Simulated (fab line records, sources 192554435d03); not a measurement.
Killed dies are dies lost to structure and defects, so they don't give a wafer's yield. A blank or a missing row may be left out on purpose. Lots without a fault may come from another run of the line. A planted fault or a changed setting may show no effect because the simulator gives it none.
Chamber matching | flow n5_finfet | N5_BEOL_M7_ETCH_61 on rie_diel-03: 4 sister chambers
The step etches SiARC in CF4, target depth 45.5 nm, time 75.8 s. 8 wafers are shown with their chamber, then 8 later ones without.

WAFERS WITH THEIR CHAMBER
wafer  | chamber | drypump_motor_current_A (A) | throttle_valve_pct (%)
L082.1 | 2       | 5.8                         | 15.53
L082.5 | 1       | 6.1                         | 16.08
L085.3 | 1       | 6.0                         | 16.09
L085.5 | 3       | 6.6                         | 15.32
L087.1 | 0       | 4.9                         | 15.44
L087.2 | 3       | 6.6                         | 15.35
L087.3 | 2       | 5.8                         | 15.55
L086.3 | 0       | 4.9                         | 15.43

WAFERS WITHOUT THEIR CHAMBER
wafer  | drypump_motor_current_A (A) | throttle_valve_pct (%)
L086.4 | 6.6                         | 15.34
L086.6 | 4.9                         | 15.42
L088.1 | 5.8                         | 15.56
L088.4 | 4.9                         | 15.45
L088.6 | 6.7                         | 15.36
L090.3 | 6.0                         | 16.12
L090.4 | 4.9                         | 15.43
L090.6 | 6.1                         | 16.14

WHICH CHAMBER EACH WENT THROUGH
wafer  | from the rows above | in truth
L086.4 | 3                   | 3
L086.6 | 0                   | 0
L088.1 | 2                   | 2
L088.4 | 0                   | 0
L088.6 | 3                   | 3
L090.3 | 1                   | 1
L090.4 | 0                   | 0
L090.6 | 1                   | 1
Placed correctly: 8 of 8. Can't be placed from these rows: 0. Placed wrongly: 0.
How it was worked out, from the rows above alone: a wafer's distance from a chamber is the root of the sum, over the readings, of the square of ((its reading less the chamber's mean) divided by the reading's scatter). The wafer belongs to the nearest chamber; if the next one is less than 2 further off, it can't be placed. A chamber's mean is the mean of its shown wafers. The scatter: the root of (the sum of the squares of (reading less its chamber's mean) over the shown wafers, divided by (wafers less chambers)).
